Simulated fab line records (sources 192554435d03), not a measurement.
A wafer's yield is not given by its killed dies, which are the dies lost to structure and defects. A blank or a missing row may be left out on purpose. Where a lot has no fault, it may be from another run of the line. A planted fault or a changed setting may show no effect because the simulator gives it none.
Chamber matching ; flow n5Finfet ; 4 sister chambers for N5_GATE_CUT_CMP_61 on cmp-04
The step polishes, stops on SiNx, t overpolish 3 s. 8 wafers are shown with their chamber, then 11 later ones without.

== EACH WAFER AND ITS CHAMBER ==
wafer;chamber;motorCurrentA (A)
L076.4;1;14.2
L081.4;1;14.2
L082.1;2;11.7
L082.6;3;13.1
L087.2;2;12.2
L087.4;0;11.3
L087.6;3;13.3
L088.2;0;12.4

== WAFERS WITHOUT THEIR CHAMBER ==
wafer;motorCurrentA (A)
L088.5;14.8
L088.6;11.2
L090.3;11.5
L090.5;12.4
L090.6;13.4
L096.3;11.6
L096.4;14.4
L096.6;12.0
L097.3;14.4
L097.4;13.2
L097.5;12.2

== WHICH CHAMBER EACH WENT THROUGH ==
wafer;from the rows above;in truth
L088.5;1;1
L088.6;can't be placed: 0 or 2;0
L090.3;can't be placed: 0 or 2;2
L090.5;can't be placed: 2 or 0 or 3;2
L090.6;can't be placed: 3 or 1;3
L096.3;can't be placed: 0 or 2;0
L096.4;1;1
L096.6;can't be placed: 2 or 0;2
L097.3;1;1
L097.4;3;3
L097.5;can't be placed: 2 or 0 or 3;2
4 of 11 placed correctly. Can't be placed from these rows: 7 (the true chamber is among the candidates in 7). Number placed wrongly: 0.
How it was worked out, from the rows above alone: a wafer's distance from a chamber is the root of the sum, over the readings, of the square of ((its reading less the chamber's mean) divided by the reading's scatter). If the next closest chamber is less than 2 further off than the closest, the wafer can't be placed; otherwise it belongs to the closest. The mean given for a chamber averages the wafers shown for that chamber. The scatter is the square root of a quotient: the sum, over the shown wafers, of each reading's squared deviation from its chamber's mean, divided by wafers minus chambers.
